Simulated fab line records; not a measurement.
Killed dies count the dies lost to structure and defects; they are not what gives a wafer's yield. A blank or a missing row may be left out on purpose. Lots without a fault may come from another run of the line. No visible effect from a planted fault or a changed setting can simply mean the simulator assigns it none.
Struck lot and sound lot, side by side || flow n5-finfet || 14 steps out of a route of 1938
Sound: these wafers, L897.1, L897.2, L897.5. Struck: wafers L900.1, L900.3, L900.6. Last of all comes the cause.
Order at every step that has rows: each side's tool, ch and its chambers, its first start. Under that, the readings that differ: sound wafers || struck wafers || difference of the means || sigmas: that difference in standard deviations of wafers without a fault.
alike: same words and numbers on both sides, and readings whose means sit less than 2 such deviations apart. not compared: any withheld reading, any reading some wafer has no value for, any bound like >300 that may hide the same value, and any number with overlapping values for which the record gives no deviation.
Wherever a step has rows on one side only, a row that says differs or no value, or a row with sigmas, the two part there. Non-overlapping numbers with no deviation appear without sigmas and do not part them. A reading missing from all wafers of one side parts the sides only when that side holds two or more wafers.

N5_BEOL_M6_RS_MEAS_57: measurement is done with a four-point probe.
  sound on film-metro-02 at day 9 12:25; struck on film-metro-02 at day 10 09:22
  alike: M6_RS
N5_BEOL_M6_INSPECT_58: inspects for defects (darkfield).
  sound on defect-inspect-02 at day 9 12:26; struck on defect-inspect-02 at day 10 09:23
  alike: raw-defect-count
N5_BEOL_M7_ILD_DEP_00: deposits SiCOH lowk from DEMS/porogen, target thk 179.75 nm, time 33.4 s.
  sound on pecvd-02 ch 0,1,2, day 9 12:29; struck on pecvd-02 ch 0,1, day 10 09:26
  alike: chamber-pressure-Torr, heater-power-w, showerhead-plenum-p-Torr, showerhead-vpp-V, throttle-valve-pct
N5_BEOL_M7_CURE_74: cures SiCOH lowk, time 240 s.
  sound on uv-cure-02 ch 2, day 9 12:33; struck on uv-cure-01 ch 0, day 10 09:30
  alike: lamp-power-pct, wafer_temp_C_max
N5_BEOL_M7_THK_MEAS_01:
  sound on film-metro-01 at day 9 13:04; struck on film-metro-02 at day 10 10:29
  alike: M7_ILD_THK
N5_BEOL_M7_PECVD_70: deposits SiO2 from TEOS/O2, target thk 20 nm, time 22.7 s.
  sound on pecvd-04 ch 0,2, day 9 13:06; struck on pecvd-01 ch 0,1, day 10 10:32
  alike: chamber-pressure-Torr, heater-power-w, showerhead-plenum-p-Torr, showerhead-vpp-V, throttle-valve-pct
N5_BEOL_M7_HM_DEP_02: deposits TiN, target thk 20 nm.
  sound on pvd-sputter-02 at day 9 16:26; struck on pvd-sputter-03 at day 10 11:55
  alike: throttle-valve-pct
then, 5 steps without rows for these wafers: N5_BEOL_M7_COAT_59 (time 60 s, resist thk 100 nm); N5_BEOL_M7_COAT_60 (time 60 s, resist thk 35 nm); N5_BEOL_M7_COAT_05 (resist thk 90 nm); N5_BEOL_M7_EBR_07; N5_BEOL_M7_SOFTBAKE_06 (time 60 s).
N5_BEOL_M7_EXPOSE_08: exposes mask M7.
  sound on arfi-scanner-02 ch 0, day 9 16:48; struck on arfi-scanner-02 ch 0, day 10 12:17
{"reading": "exposure-dose-mJ-cm2", "sound": "68.30 68.24 68.27", "struck": "66.86 66.94 66.90", "difference": -1.37, "sigmas": -24}
  alike: mask, focus-offset-nm
then, 1 step without rows for these wafers: N5_BEOL_M7_PEB_09 (peb time 60 s).

## WHERE THEY PART
Only at N5_BEOL_M7_EXPOSE_08, within this record.

WHY: what the simulator had put in
Drift in process parameters on arfi-scanner-02 at N5_BEOL_M7_EXPOSE_08, starting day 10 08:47. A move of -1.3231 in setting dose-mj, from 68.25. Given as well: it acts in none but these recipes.
